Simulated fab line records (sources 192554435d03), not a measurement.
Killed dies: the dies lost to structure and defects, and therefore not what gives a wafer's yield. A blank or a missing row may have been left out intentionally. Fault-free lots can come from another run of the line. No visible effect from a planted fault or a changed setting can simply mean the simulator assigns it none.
fab line records    flow n5-finfet
record: lots: 5  wafers: 15  last-day: 16
route steps=1938 shown BEOL_M3@931 BEOL_M4@1111 PASSIVATION@1936
lots that met no fault: taken from a fault-free run of the same line
start-h: hours from the record's first day to the start of the lot's first wafer shown    wait-h: how many hours have passed since the lot's step before this one    " as in the row above    L1.1+2: a single row standing in for several wafers    - value missing, or start not given    * or withheld: withheld    < > ~ a bound
route shown NAME@n: a module of which the file shows steps, and the number in the route of the first    usual: mean and standard deviation over wafers with no fault    same: alike in all rows    chamber/n: place in a boat    sites: readings site by site    _std_site: the values' standard deviation    _edge_site: inner sites' mean taken away from outer sites' mean    radius-mm: how far each site lies from the wafer's centre    mask NAME#n: copy n    behind: the tool/chamber that last shaped the wafer    hold: what put the lot on hold/how long, in hours/how the hold closed    device: names the non-switching transistor (n, p or np)    end of line: at the end of the route, the tests of the same wafers    a step with no rows: only its recipe    killed: dies that structure and defects cost at the first sort, which is not the same as the wafer's yield    map: per-die view of a wafer (x killed, . not killed, _ where there is no die)
set.NAME: the setting the step ran with; set.NAME@STEP: the setting that earlier step ran with    model.NAME: the simulator's own value behind a step, which no gauge read
certain route steps with their lots: each step a table, each wafer a row
services: a tool's chamber out of use, with start hour (start-h, from the record's first day; less than 0 if before it), hours out, and reason
== steps ==
step: N5_BEOL_M3_ILD_DEP_00
recipe: material: SiOC  target-thk-a: 790  temp-c: 350  precursor: DEMS/O2  pressure-torr: 5  rf-w: 500  time-s: 15.3
step: N5_BEOL_M3_PECVD_72
recipe: material: SiO2  target-thk-a: 160  temp-c: 400  precursor: TEOS/O2  pressure-torr: 5.5  rf-w: 450  teos-flow-sccm: 53.8  gas: O2  flow-sccm: 3000  time-s: 18
step: N5_BEOL_M3_HM_DEP_02
recipe: material: TiN  target-thk-a: 200  temp-c: 25  chamber-pressure-pa: 0.49996
step: N5_BEOL_M3_COAT_61
recipe: resist: SOC  temp-c: 250  time-s: 60  spin-rpm: 1500  resist-thk-nm: 60
step: N5_BEOL_M3_COAT_62
recipe: resist: SiARC  temp-c: 220  time-s: 60  spin-rpm: 1500  resist-thk-nm: 12
step: N5_BEOL_M3_COAT_73
recipe: resist: underlayer  temp-c: 205  time-s: 60  spin-rpm: 1500  resist-thk-nm: 5
step: N5_BEOL_M3_COAT_05
recipe: resist: CAR-EUV  spin-rpm: 1500  resist-thk-nm: 30
step: N5_BEOL_M3_EBR_07
recipe: solvent: PGMEA  ebr-width-mm: 1.5
step: N5_BEOL_M3_SOFTBAKE_06
recipe: temp-c: 110  time-s: 60  resist: CAR-EUV
step: N5_BEOL_M3_EXPOSE_08
recipe: mask-id: M3  na: 0.33  source-shape: dipole  sigma-inner: 0.369  sigma-outer: 0.767  polarization: unpolarized  dose-mj: 33
usual: exposure-dose-mJ-cm2: 32.92/0.037
lot.wafer  tool            chamber  start-h  wait-h  mask  exposure-dose-mJ-cm2
L283.1     euv-scanner-02  0        183.32   -       M3#0  32.93
L283.2     "               0        "        "       M3#0  32.95
L283.6     "               0        "        "       M3#0  32.90
L292.1     euv-scanner-02  0        240.96   -       M3#0  30.68
L292.2     "               0        "        "       M3#0  30.70
L292.3     "               0        "        "       M3#0  30.67
L294.1     euv-scanner-02  0        249.24   -       M3#0  31.11
L294.5     "               0        "        "       M3#0  31.13
L294.6     "               0        "        "       M3#0  31.10
L293.1     euv-scanner-02  0        253.55   -       M3#0  31.42
L293.2     "               0        "        "       M3#0  31.46
L293.6     "               0        "        "       M3#0  31.51
L297.2     euv-scanner-01  0        261.61   -       M3#0  32.89
L297.5     "               0        "        "       M3#0  32.93
L297.6     "               0        "        "       M3#0  32.90
step: N5_BEOL_M3_PEB_09
recipe: peb-temp-c: 100  peb-time-s: 60  resist: CAR-EUV
step: N5_BEOL_M3_DEVELOP_10
recipe: develop-time-s: 30  developer: TMAH  resist: CAR-EUV  rinse-liquid: surfactant-rinse  dry: air-spin  dev-temp-c: 23
step: N5_BEOL_M3_CD_MEAS_11
recipe: target-cd-nm: 17.05  landing-energy-ev: 500  detector: se-inlens  polarity: opening
usual: cd-nm: 17.01/0.2
lot.wafer  tool       chamber  start-h  wait-h  cd-nm
L283.1     cd-sem-01  0        183.45   -       16.93
L283.2     "          0        "        "       17.19
L283.6     "          0        "        "       17.06
L292.1     cd-sem-01  0        241.09   -       15.72
L292.2     "          0        "        "       15.68
L292.3     "          0        "        "       15.57
L294.1     cd-sem-02  0        249.37   -       16.14
L294.5     "          0        "        "       15.99
L294.6     "          0        "        "       15.61
L293.1     cd-sem-03  0        253.68   -       16.19
L293.2     "          0        "        "       16.21
L293.6     "          0        "        "       16.37
L297.2     cd-sem-01  0        261.74   -       17.22
L297.5     "          0        "        "       16.86
L297.6     "          0        "        "       16.67
step: N5_BEOL_M3_DESCUM_16
recipe: chemistry: O2  time-s: 7  source-power-w: 50  bias-power-w: 20  pressure-mtorr: 20  rf-frequency-hz: 2.712e+07  temp-c: 40  resist: CAR-EUV  o2-flow-sccm: 225
step: N5_BEOL_M3_ETCH_74
recipe: chemistry: N2/H2  target: underlayer  target-depth-a: 65  mask-material: CAR-EUV  time-s: 5.2  ion-energy-ev: 200  pressure-mtorr: 30  source-w: 840  bias-w: 150  n2-flow-sccm: 200  h2-flow-sccm: 200  ends: cleared
usual: drypump-motor-current-A: 6.0/0.37  etch-rf-on-time-s: 5.20/0.079  oes-product-au: 0.66/0.055  rf-vpp-V: 523/3.1  showerhead-plenum-p-Torr: 2.52/0.1  throttle-valve-pct: 17.91/0.23
lot.wafer  tool         chamber  start-h  wait-h  drypump-motor-current-A  etch-rf-on-time-s  oes-product-au  rf-hours-counter-h  rf-vpp-V  showerhead-plenum-p-Torr  throttle-valve-pct  model.BEOL_M3.cd-offset-nm
L283.1     rie-diel-02  0        183.78   0.0     6.5                      5.34               0.58            233                 525       2.62                      17.96               0
L283.2     "            1        "        "       5.9                      5.09               0.69            99                  523       2.47                      17.87               -0.2
L283.6     "            3        "        "       5.3                      5.06               0.72            -                   520       2.47                      17.89               0
L292.1     rie-diel-02  3        241.25   0.0     5.3                      5.02               0.70            92                  522       2.46                      17.96               -1.4
L292.2     "            2        "        "       6.7                      5.26               0.59            236                 519       2.40                      18.04               -1.4
L292.3     "            0        "        "       6.5                      5.33               0.57            249                 526       2.61                      17.98               -1.4
L294.1     rie-diel-03  3        249.53   0.0     5.6                      5.13               0.70            68                  528       2.69                      17.39               -1.2
L294.5     "            0        "        "       5.9                      5.18               0.68            -                   525       2.57                      18.14               -1.2
L294.6     "            3        "        "       5.6                      5.16               0.70            -                   529       2.69                      17.39               -1.2
L293.1     rie-diel-02  3        253.84   0.0     5.3                      5.12               0.68            95                  521       2.46                      17.96               -0.8
L293.2     "            0        "        "       6.5                      5.40               0.56            252                 527       2.61                      18.00               -1
L293.6     "            0        "        "       6.5                      5.38               0.57            -                   526       2.61                      17.99               -0.8
L297.2     rie-diel-01  0        261.89   0.0     5.9                      5.21               0.65            159                 522       2.54                      17.99               -0.2
L297.5     "            3        "        "       6.0                      5.13               0.62            -                   521       2.51                      17.88               -0.2
L297.6     "            2        "        "       5.5                      5.10               0.80            -                   526       2.59                      18.09               0
step: N5_BEOL_M3_ETCH_63
recipe: chemistry: CF4  target: SiARC  target-depth-a: 156  mask-material: CAR-EUV  time-s: 26  ion-energy-ev: 80  pressure-mtorr: 40  source-w: 545  bias-w: 36  Ar_flow_sccm: 100  cf4-flow-sccm: 100  ends: cleared
step: N5_BEOL_M3_ETCH_64
recipe: chemistry: N2/H2  target: SOC  target-depth-a: 750  overetch-a: 150  mask-material: SiARC  temp-c: 40  time-s: 112.5  ion-energy-ev: 200  pressure-mtorr: 30  source-w: 840  bias-w: 150  n2-flow-sccm: 200  h2-flow-sccm: 200
step: N5_BEOL_M3_STRIP_65
recipe: chemistry: N2/H2  temp-c: 40  n2-flow-sccm: 200  h2-flow-sccm: 200  rf-frequency-hz: 6e+07
step: N5_BEOL_M3_STRIP_75
recipe: chemistry: N2/H2  temp-c: 40  n2-flow-sccm: 200  h2-flow-sccm: 200  rf-frequency-hz: 6e+07
step: N5_BEOL_M3_STRIP_66
recipe: chemistry: CF4  resist: SiARC  power-w: 300  bias-power-w: 75  pressure-mtorr: 50  cf4-flow-sccm: 150  rf-frequency-hz: 6e+07
step: N5_BEOL_M3_HM_OPEN_17
recipe: chemistry: Cl2/BCl3  target-depth-a: 200  overetch-a: 60  target: TiN  mask-material: SOC  ion-energy-ev: 150  pressure-mtorr: 10  icp-w: 1000  bias-w: 126  Cl2_flow_sccm: 53.25  bcl3-flow-sccm: 21.75  Ar_flow_sccm: 25
usual: drypump-motor-current-A: 5.5/0.54  he-backside-leak-sccm: 3.4/0.38  oes-product-au: 0.70/0.035  throttle-valve-pct: 22.14/0.16
lot.wafer  tool          chamber  start-h  wait-h  drypump-motor-current-A  he-backside-leak-sccm  oes-product-au  rf-hours-counter-h  throttle-valve-pct  model.BEOL_M3.cd-offset-nm
L283.1     rie-metal-02  1        184.00   0.0     5.3                      3.0                    0.70            21                  22.36               0
L283.2     "             0        "        "       4.8                      3.6                    0.69            36                  22.03               -0.2
L283.6     "             1        "        "       5.2                      3.1                    0.70            -                   22.39               -0.2
L292.1     rie-metal-03  0        241.46   0.0     6.2                      3.5                    0.71            29                  21.98               -1.6
L292.2     "             1        "        "       5.4                      3.7                    0.74            11                  22.04               -1.6
L292.3     "             0        "        "       6.3                      3.5                    0.71            -                   21.97               -1.6
L294.1     rie-metal-01  0        249.74   0.0     6.3                      3.3                    0.73            17                  22.22               -1
L294.5     "             0        "        "       6.4                      3.2                    0.72            -                   22.26               -1.2
L294.6     "             1        "        "       5.6                      3.7                    0.63            -                   22.18               -1
L293.1     rie-metal-03  1        254.06   0.0     5.5                      3.7                    0.73            12                  22.06               -1
L293.2     "             0        "        "       6.3                      3.8                    0.71            30                  21.97               -0.8
L293.6     "             1        "        "       5.5                      3.8                    0.74            -                   22.06               -1.2
L297.2     rie-metal-03  0        262.11   0.0     6.3                      3.6                    0.70            31                  21.99               -0.2
L297.5     "             1        "        "       5.5                      3.6                    0.74            -                   22.06               0.2
L297.6     "             0        "        "       6.3                      3.6                    0.70            -                   21.98               0
step: N5_BEOL_M3_STRIP_19
recipe: chemistry: O2  power-w: 400  temp-c: 40  pressure-mtorr: 30  rf-frequency-hz: 6e+07  bias-power-w: 0  overash-fraction: 0.2  o2-flow-sccm: 225
step: N5_BEOL_M3_CD_MEAS_18
recipe: pitch-nm: 36  target-cd-nm: 18
usual: cd-nm: 17.92/0.28
lot.wafer  tool       chamber  start-h  wait-h  cd-nm
L283.1     cd-sem-01  -        184.22   0.0     18.12
L283.2     "          -        "        "       17.70
L283.6     "          -        "        "       18.12
L292.1     cd-sem-03  -        241.64   0.0     16.20
L292.2     "          -        "        "       16.54
L292.3     "          -        "        "       16.37
L294.1     cd-sem-03  -        249.92   0.0     17.26
L294.5     "          -        "        "       16.93
L294.6     "          -        "        "       16.92
L293.1     cd-sem-02  -        254.24   0.0     17.12
L293.2     "          -        "        "       17.13
L293.6     "          -        "        "       17.01
L297.2     cd-sem-03  -        262.37   0.1     17.76
L297.5     "          -        "        "       18.31
L297.6     "          -        "        "       18.18
step: N5_BEOL_M3_COAT_67
recipe: resist: SOC  temp-c: 250  time-s: 60  spin-rpm: 1500  resist-thk-nm: 60
step: N5_BEOL_M3_COAT_68
recipe: resist: SiARC  temp-c: 220  time-s: 60  spin-rpm: 1500  resist-thk-nm: 12
step: N5_BEOL_M3_COAT_76
recipe: resist: underlayer  temp-c: 205  time-s: 60  spin-rpm: 1500  resist-thk-nm: 5
step: N5_BEOL_M3_COAT_22
recipe: resist: CAR-EUV  spin-rpm: 1500  resist-thk-nm: 30
step: N5_BEOL_M3_EBR_24
recipe: solvent: PGMEA  ebr-width-mm: 1.5
step: N5_BEOL_M3_SOFTBAKE_23
recipe: temp-c: 110  time-s: 60  resist: CAR-EUV
step: N5_BEOL_M3_EXPOSE_25
recipe: mask-id: V2  na: 0.33  source-shape: quasar  sigma-inner: 0.2  sigma-outer: 0.8  polarization: unpolarized  defocus-nm: 5  dose-mj: 63
step: N5_BEOL_M3_PEB_26
recipe: peb-temp-c: 100  peb-time-s: 60  resist: CAR-EUV
step: N5_BEOL_M3_DEVELOP_27
recipe: develop-time-s: 30  developer: TMAH  resist: CAR-EUV  rinse-liquid: surfactant-rinse  dry: air-spin  dev-temp-c: 23
step: N5_BEOL_M3_DESCUM_33
recipe: chemistry: O2  time-s: 7  source-power-w: 50  bias-power-w: 20  pressure-mtorr: 20  rf-frequency-hz: 2.712e+07  temp-c: 40  resist: CAR-EUV  o2-flow-sccm: 225
step: N5_BEOL_M3_ETCH_77
recipe: chemistry: N2/H2  target: underlayer  target-depth-a: 65  mask-material: CAR-EUV  time-s: 5.2  ion-energy-ev: 200  pressure-mtorr: 30  source-w: 840  bias-w: 150  n2-flow-sccm: 200  h2-flow-sccm: 200  ends: cleared
step: N5_BEOL_M4_RC_MEAS_101
usual: DIBL_N: 35.8/1.5  DIBL_P: 35.8/1.7  IOFF_N: 0.151/0.022  IOFF_P: 0.204/0.027  ION_N: 673/8.6  ION_P: 462/5.4  SS_N: 71.4/0.54  SS_P: 73.3/0.56  VT_N: 250.5/2.6  VT_P: -251/3.1
lot.wafer  tool       chamber  start-h  wait-h  DIBL_N[mV/V]  DIBL_P[mV/V]  IOFF_N[nA/um]  IOFF_P[nA/um]  ION_N[uA/um]  ION_P[uA/um]  SS_N[mV/dec]  SS_P[mV/dec]  VT_N[mV]  VT_P[mV]
L283.1     prober-02  0        205.05   0.0     35.7          35.5          0.147          0.219          674           469           71.6          73.5          250.2     -248
L283.2     "          0        "        "       34.8          35.3          0.128          0.222          651           465           71.6          73.3          251.7     -247
L283.6     "          0        "        "       34.8          34.8          0.132          0.216          675           472           71.3          72.5          251.0     -250
L294.1     prober-02  0        268.75   0.0     35.1          35.6          0.154          0.196          674           458           71.0          73.3          250.6     -251
L294.5     "          0        "        "       34.8          34.9          0.151          0.184          665           459           70.8          73.3          252.8     -254
L294.6     "          0        "        "       36.1          36.2          0.182          0.191          682           458           71.7          73.2          245.0     -252
L293.1     prober-01  0        273.80   0.0     36.1          36.5          0.168          0.217          685           467           71.4          72.8          247.0     -248
L293.2     "          0        "        "       34.9          34.6          0.141          0.194          674           456           71.4          73.0          251.7     -250
L293.6     "          0        "        "       37.2          37.1          0.168          0.222          691           474           71.2          72.9          247.8     -250
L297.2     prober-01  0        293.73   0.2     35.5          35.7          0.156          0.230          677           467           72.0          73.4          250.6     -248
L297.5     "          0        "        "       35.6          36.3          0.162          0.245          680           471           71.4          73.6          246.8     -245
L297.6     "          0        "        "       34.3          33.7          0.130          0.202          665           462           70.9          73.6          249.4     -248
step: N5_PASSIVATION_PROBE_49
usual: defect-limited-yield: 91.3/1.4  killed_at_M0_to_M3: 33/10  killed_at_M4_up: 15/6.1  killed-at-contacts: 12/6.7  killed-at-front-end: 39/11  killed-at-other: 4/3.3  killed-dies: 103/16  killed-on-rim: 14/4  killed-open: 68/12  killed-short: 34/7.2  sort_bin_5_function: 5.1/0.88  sort_bin_6_memory: 3.3/0.67  sort-n-pass: 1077/16  sort-yield-pct: 91.3/1.4
same: gross-dies: 1180  killed-at-back-side: 0  sort_bin_4_leakage[%]: 0  sort_bin_8_speed[%]: 0
lot.wafer  tool       chamber  start-h  wait-h  defect-limited-yield[%]  killed_at_M0_to_M3  killed_at_M4_up  killed-at-contacts  killed-at-front-end  killed-at-other  killed-dies  killed-on-rim  killed-open  killed-short  sort_bin_5_function[%]  sort_bin_6_memory[%]  sort-n-pass  sort-yield-pct[%]
L283.1     prober-02  -        317.48   0.0     92.6                     22                  5                7                   47                   6                87           7              55           31            4.9                     2.4                   1093         92.6
L283.2     prober-02  -        317.53   0.1     89.7                     43                  12               7                   53                   6                121          23             81           37            5.7                     4.2                   1059         89.7
L283.6     prober-02  -        317.73   0.3     93.3                     16                  10               16                  35                   2                79           15             56           22            4.3                     2.2                   1101         93.3
L292.1     prober-02  -        362.78   0.0     23.8                     815                 25               8                   50                   1                899          121            84           36            50.6                    19.1                  281          23.8
L292.2     prober-02  -        362.83   0.1     27.0                     799                 18               12                  30                   2                861          104            72           24            48.7                    17.9                  319          27.0
L292.3     prober-02  -        362.88   0.1     22.8                     846                 17               17                  27                   4                911          110            63           32            50.7                    19.4                  269          22.8
L294.1     prober-02  -        380.45   0.0     66.9                     312                 10               15                  52                   1                390          61             75           39            18.8                    12.6                  790          66.9
L294.5     prober-02  -        380.65   0.2     66.5                     318                 10               19                  45                   3                395          41             76           32            20.5                    10.8                  785          66.5
L294.6     prober-02  -        380.70   0.3     66.5                     340                 5                9                   39                   2                395          55             63           45            19.7                    11.4                  785          66.5
L293.1     prober-01  -        389.09   0.0     85.1                     133                 8                5                   24                   6                176          26             41           30            8.1                     5.7                   1004         85.1
L293.2     prober-01  -        389.14   0.1     82.5                     146                 10               12                  30                   9                207          28             71           38            11.0                    6.0                   973          82.5
L293.6     prober-01  -        389.34   0.3     82.6                     133                 29               8                   30                   5                205          31             77           33            10.2                    6.6                   975          82.6
L297.2     prober-01  -        391.23   0.2     89.0                     34                  25               13                  46                   12               130          12             79           47            6.1                     4.5                   1050         89.0
L297.5     prober-01  -        391.38   0.3     91.9                     38                  6                14                  35                   3                96           13             64           32            4.7                     3.2                   1084         91.9
L297.6     prober-01  -        391.43   0.4     90.1                     29                  26               21                  39                   2                117          18             79           36            6.4                     3.1                   1063         90.1
killed by level:class
L283.1 STI_FIN_REVEAL:geometric-particle:open=16 FIN_SAQP:geometric-particle:open=6 BEOL_M0_SAQP:geometric-particle:short=6 BEOL_M0_SAQP:geometric-particle:open=6 DUMMY_GATE:geometric-particle:open=5 MOL_CONTACT_COAG:geometric-particle:open=5 BEOL_M3:geometric-particle:open=5 STARTING-WAFER:geometric-particle:short=5
L283.2 BEOL_M0_SAQP:geometric-particle:open=14 STI_FIN_REVEAL:geometric-particle:open=11 DUMMY_GATE:geometric-particle:open=11 BEOL_M0_SAQP:geometric-particle:short=9 FIN_SAQP:geometric-particle:short=8 GATE_CUT:geometric-particle:short=7 BEOL_M3:geometric-particle:open=7 MOL_CONTACT_COAG:geometric-particle:open=5
L283.6 MOL_CONTACT_COAG:geometric-particle:open=16 STI_FIN_REVEAL:geometric-particle:open=10 GATE_CUT:geometric-particle:short=9 BEOL_M0_SAQP:geometric-particle:open=7 FIN_SAQP:geometric-particle:open=5 DUMMY_GATE:geometric-particle:open=3 BEOL_M0_SAQP:geometric-particle:short=3 FIN_SAQP:geometric-particle:short=2
L292.1 BEOL_M3:area-expose=779 BEOL_M4:geometric-particle:open=15 FIN_SAQP:geometric-particle:short=14 BEOL_M2:geometric-particle:open=10 BEOL_M1:geometric-particle:open=9 FIN_SAQP:geometric-particle:open=8 DUMMY_GATE:geometric-particle:open=8 MOL_CONTACT_COAG:geometric-particle:open=8
L292.2 BEOL_M3:area-expose=765 BEOL_M4:geometric-particle:open=13 MOL_CONTACT_COAG:geometric-particle:open=11 BEOL_M1:geometric-particle:open=8 FIN_SAQP:geometric-particle:short=7 BEOL_M2:geometric-particle:open=7 STI_FIN_REVEAL:geometric-particle:open=5 BEOL_M0_SAQP:geometric-particle:open=5
L292.3 BEOL_M3:area-expose=816 MOL_CONTACT_COAG:geometric-particle:open=13 BEOL_M4:geometric-particle:open=12 BEOL_M0_SAQP:geometric-particle:open=8 STI_FIN_REVEAL:geometric-particle:open=7 BEOL_M2:geometric-particle:open=7 BEOL_M0_SAQP:geometric-particle:short=6 BEOL_M1:geometric-particle:short=5
L294.1 BEOL_M3:area-expose=273 BEOL_M0_SAQP:geometric-particle:open=15 MOL_CONTACT_COAG:geometric-particle:open=13 FIN_SAQP:geometric-particle:short=11 BEOL_M0_SAQP:geometric-particle:short=9 STI_FIN_REVEAL:geometric-particle:open=8 FIN_SAQP:geometric-particle:open=7 DUMMY_GATE:geometric-particle:open=7
L294.5 BEOL_M3:area-expose=285 BEOL_M3:geometric-particle:open=18 MOL_CONTACT_COAG:geometric-particle:open=15 FIN_SAQP:geometric-particle:short=10 STI_FIN_REVEAL:geometric-particle:open=9 DUMMY_GATE:geometric-particle:open=8 BEOL_M0_SAQP:geometric-particle:short=7 BEOL_M4:geometric-particle:open=6
L294.6 BEOL_M3:area-expose=287 BEOL_M0_SAQP:geometric-particle:short=21 STI_FIN_REVEAL:geometric-particle:open=13 BEOL_M0_SAQP:geometric-particle:open=12 MOL_CONTACT_COAG:geometric-particle:open=8 FIN_SAQP:geometric-particle:short=7 BEOL_M2:geometric-particle:open=6 STI_FIN_REVEAL:geometric-particle:short=4
L293.1 BEOL_M3:area-expose=105 BEOL_M0_SAQP:geometric-particle:short=7 FIN_SAQP:geometric-particle:short=6 STI_FIN_REVEAL:geometric-particle:open=5 MOL_CONTACT_COAG:geometric-particle:open=5 BEOL_M3:geometric-particle:open=5 BEOL_M1:geometric-particle:short=4 STARTING-WAFER:geometric-particle:short=3
L293.2 BEOL_M3:area-expose=96 BEOL_M0_SAQP:geometric-particle:open=17 MOL_CONTACT_COAG:geometric-particle:open=10 BEOL_M0_SAQP:geometric-particle:short=9 STI_FIN_REVEAL:geometric-particle:open=8 BEOL_M3:geometric-particle:open=8 FIN_SAQP:geometric-particle:short=5 BEOL_M4:geometric-particle:open=4
L293.6 BEOL_M3:area-expose=92 BEOL_M4:geometric-particle:open=13 BEOL_M2:geometric-particle:open=11 BEOL_M3:geometric-particle:open=8 STI_FIN_REVEAL:geometric-particle:open=7 MOL_CONTACT_COAG:geometric-particle:open=7 BEOL_M0_SAQP:geometric-particle:open=7 GATE_CUT:geometric-particle:short=5
L297.2 BEOL_M4:geometric-particle:open=14 MOL_CONTACT_COAG:geometric-particle:open=10 BEOL_M3:geometric-particle:open=10 GATE_CUT:geometric-particle:short=9 STI_FIN_REVEAL:geometric-particle:open=7 BEOL_M0:geometric-particle:open=6 BEOL_M0_SAQP:geometric-particle:short=6 BEOL_M1:geometric-particle:open=6
L297.5 MOL_CONTACT_COAG:geometric-particle:open=11 BEOL_M0_SAQP:geometric-particle:open=10 FIN_SAQP:geometric-particle:short=8 FIN_SAQP:geometric-particle:open=8 BEOL_M0_SAQP:geometric-particle:short=7 BEOL_M0:geometric-particle:open=7 BEOL_M3:geometric-particle:open=6 GATE_CUT:geometric-particle:short=5
L297.6 MOL_CONTACT_COAG:geometric-particle:open=19 FIN_SAQP:geometric-particle:open=11 BEOL_M4:geometric-particle:open=10 BEOL_M0_SAQP:geometric-particle:open=9 BEOL_M0_SAQP:geometric-particle:short=8 FIN_SAQP:geometric-particle:short=6 GATE_CUT:geometric-particle:short=6 BEOL_M3:geometric-particle:open=6
map L292.3 (x killed, . not)
_________________xxxxxxxxxxxx________________
______________xxxx.xx..xxxxxxxxx_____________
___________xxx.xxxxx..xxxxxxxxxxx..__________
__________.xxxxx.xxx..xxxxxxxxx..xxx_________
________xxx.xxxxx..x..xxxx.xxxxx.x..xx_______
_______x..x.xxxxxxxxxxx.xxx.xxxxx..xxx.______
______..xxxxxx.xxxx.xxxxx.xxxxx.xxxxx..x_____
_____xxxxxxxxxxxxxxxxxxxxxxxxxxx...xxxxx.____
____.xx...xx.x.xxxx.xxxxxx.xxxx.x.x.xx.xxx___
___xxxxxxxxxxxxxxxxxxxxx.xxxx..xxxxx...xxxx__
___xxx.xxxxxx.xxxxxxxxx.x.x.xxxxxx.xxxxxxxx__
__x..xxxx.xx...xxxx.x.xxxxx..xx.x..xxxxxxxx._
__x.xxx.xx.x..x...xxxxxxxx..xxxxxxx..xxxx.x._
_.xxxx.xx.xxx.xx..x.x..xxx.xxxxxxx.x.x.xxxxxx
_x.xxxx.xxxx.x.xxxxxxx..xx.x.xxxxx.xxxxxxx.x.
_xxxx.xxxxxxx..xxxxxxxxxx.xxxxx..xxxxxxxx.xxx
_xxxxxx.xxxx.x.xxxx.x.x.xxxxxx.xxx.xxxxxx.x..
_xx.xx.x.x..xxx.x.xxxxxx.x.x.xxxx.xxx.xxx.xxx
_xxxxxx.xxxxx..xxxxxxxxxxx.xxxxxxxxxxxxxxxx.x
_xxxxxx.xx.xxxxxxxxxx..xxxxxxxxxxxxxxxxxx.xxx
_xxxxx.x.xxxx.xxxxxxxxx.xxxx.xxxxxxxxxxxxxx.x
__xxxxxxx.xxx.xx.xxxxxxxxx.xxxx.x.xx..xxx.xx_
__xxxxx..xxxxxx.xx.xxxx.x.xxx..xxxxx..xx..xx_
___xxxxxxxxxxxxxxxxxxxxxxxxx.xxx.xx.xxx....__
___xxxxxxx.xxxxx..xxxxx.xxxxx..xxxxxxxxxxxx__
____.xxxxxx.xxx..xxxx....x.xxx.xxxxxxxxx..___
_____.xxxxxxxxxx.x.xxxx.xxxxxxxxxx.x.x.xx____
______.xx.xxxx.xxx...xxxxxxxxxxxxxxx.x.x_____
_______.xx.xxx.xxx.x.x..xxxx.xxxxxxx..x______
________xxxx..xxx..xxx.xxxxxxxxxxxxxxx_______
__________.xxxxxxxxxx..xx.xx.xxxxx.x_________
___________xxxxx.xxx..xxx.x.x...xx.__________
______________.x..xxxx..xxxxx..._____________
_________________xx.xxxx..x.x________________
map L293.2 (x killed, . not)
_________________..x.x..x....________________
______________...x..x.x..x.x...x_____________
___________.........xx.............__________
__________......x..........x......x._________
________..xx.......x..x.....x........._______
_______......x..x.x.x......x.......x..x______
______.......x....x.....x.......x.....x._____
_____...x...........x..x....xx...x.....xx____
____...........xxx........................___
___..x...xx.x..x...........x.........x.....__
___..........xxx.......x..x..xx...x........__
__..x.x......x...x.......x.x.x...x...x..x..._
__xx............x..x.x....xx............x..._
_....x...x................x.........x..x..x.x
_...........x..x....x..x..x.x........x..x....
_..x..........x...x.xx..........x...xx....x..
_.........x.x.......x.x......................
_x.............x..........x........x.x...xx..
_...........x.......x............x.x..x..x...
_x...x.........................x.x....x.....x
_....................x...x.xx..x...x..x...x..
__x............x.x..........xx.............._
__.........x..x....x.....xx...x...xx........_
___xxx.........x..x.............x........x.__
___.........x...x.........x......x....x....__
____...x..x...xx.............x....x..xxx.x___
_____x..........x............x.x....x....____
______...x.....x....x......x...........x_____
_______........x.x......x..x..x.x.x....______
________....x.x.....x........xx.....x._______
__________..............x...x.....x._________
___________....x.x.x.x...xx.x..x...__________
______________xx...x.xx..x....x._____________
_________________..........x.________________
== services ==
tool            chamber  start-h  hours  kind
rie-metal-03    1        162.03   11.1   repair
euv-scanner-02  -        164.11   1.0    pm
euv-scanner-01  0        167.58   -      calibration
rie-metal-03    -        169.63   1.4    pm
rie-metal-03    -        171.03   15.6   pm
euv-scanner-01  -        182.38   1.0    pm
rie-diel-01     2        187.71   -      clean
rie-diel-01     2        187.71   -      consumable-replace:focus-ring
rie-diel-01     2        187.71   28.1   scheduled-down
rie-diel-01     2        187.71   28.1   vent-cycle
euv-scanner-02  0        190.57   -      calibration
rie-metal-02    -        196.29   1.2    repair
euv-scanner-01  -        209.66   0.4    repair
euv-scanner-02  -        215.58   12.9   repair
euv-scanner-02  -        228.49   1.0    pm
rie-diel-01     3        229.61   8.4    repair
euv-scanner-01  -        238.53   1.0    pm
rie-diel-03     2        257.83   5.3    repair
== key ==
first-sign: step: N5_BEOL_M3_EXPOSE_08  reading: exposure-dose-mJ-cm2  direction: down  sigmas: 50  usual: 32.92  struck: 31.09
effect: step: N5_BEOL_M3_CD_MEAS_11  reading: cd-nm  direction: down  sigmas: 5.4  usual: 17.01  struck: 15.94  through: control-loop
effect: step: N5_BEOL_M3_CD_MEAS_18  reading: cd-nm  direction: down  sigmas: 3.9  usual: 17.92  struck: 16.83  through: control-loop
effect: step: N5_PASSIVATION_PROBE_49  reading: killed_at_M0_to_M3  direction: up  sigmas: 38  usual: 33  struck: 427
model-effect: step: N5_BEOL_M3_ETCH_74  value: BEOL_M3.cd-offset-nm  without: 0  struck: -1.156
model-effect: step: N5_BEOL_M3_HM_OPEN_17  value: BEOL_M3.cd-offset-nm  without: -0.04444  struck: -1.222
more-kills-born-at: N5_BEOL_M3_EXPOSE_08@euv-scanner-02: 3498
met-at N5_BEOL_M3_EXPOSE_08
struck-wafers L292.1,L292.2,L292.3,L293.1,L293.2,L293.6,L294.1,L294.5,L294.6
later-rows-left-out L292.1,L292.2,L292.3
loop-trim: step: N5_BEOL_M3_EXPOSE_08  setting: dose  lots: L293,L294
onset-between 183.32 240.96
fault: kind: process-parameter-drift  tool: euv-scanner-02  chamber: -  onset-h: 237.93  steps: N5_BEOL_M3_EXPOSE_08  channel: dose-mj  offset: -2.1994  shape: step  acts-in: these-recipes-only  stated: 33
later-rows-left-out: the simulator's readings of these wafers behind a module that went badly wrong aren't trusted and aren't shown, but for the sort
loop-trim: a control loop set the setting to another value than it would have without faults
